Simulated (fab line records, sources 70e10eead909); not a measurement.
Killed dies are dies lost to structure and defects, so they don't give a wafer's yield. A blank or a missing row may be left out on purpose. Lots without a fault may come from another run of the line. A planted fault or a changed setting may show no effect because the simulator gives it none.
Chamber matching | flow nand_harc | NHARC_A_CHANNEL_FILL_D2_ETCHBACK_20 on rie_diel-02: 4 sister chambers
The step etches the open film in C4F8/O2/Ar, target depth 27 nm, time 13.5 s. 8 wafers are shown with their chamber, then 7 later ones without.

WAFERS WITH THEIR CHAMBER
wafer  | chamber | rf_vpp_V (V) | bias_w (W)
L598.4 | 3       | 981          | 1504
L598.6 | 2       | 987          | 1500
L599.4 | 3       | 983          | 1500
L599.6 | 1       | 984          | 1503
L600.5 | 0       | 974          | 1495
L600.6 | 1       | 985          | 1498
L601.1 | 0       | 974          | 1502
L601.4 | 2       | 988          | 1502

WAFERS WITHOUT THEIR CHAMBER
wafer  | rf_vpp_V (V) | bias_w (W)
L601.5 | 974          | 1500
L608.2 | 984          | 1495
L608.3 | 974          | 1500
L608.5 | 987          | 1503
L609.3 | 983          | 1498
L609.5 | 975          | 1501
L609.6 | 980          | 1502

WHICH CHAMBER EACH WENT THROUGH
wafer  | from the rows above     | in truth
L601.5 | 0                       | 0
L608.2 | can't be placed: 1 or 3 | 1
L608.3 | 0                       | 0
L608.5 | 2                       | 2
L609.3 | can't be placed: 3 or 1 | 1
L609.5 | 0                       | 0
L609.6 | 3                       | 3
Placed correctly: 5 of 7. Can't be placed from these rows: 2 (the true chamber is among the candidates in 2). Placed wrongly: 0.
How it was worked out, from the rows above alone: a wafer's distance from a chamber is the root of the sum, over the readings, of the square of ((its reading less the chamber's mean) divided by the reading's scatter). The wafer belongs to the nearest chamber; if the next one is less than 2 further off, it can't be placed. A chamber's mean is the mean of its shown wafers. The scatter: the root of (the sum of the squares of (reading less its chamber's mean) over the shown wafers, divided by (wafers less chambers)).
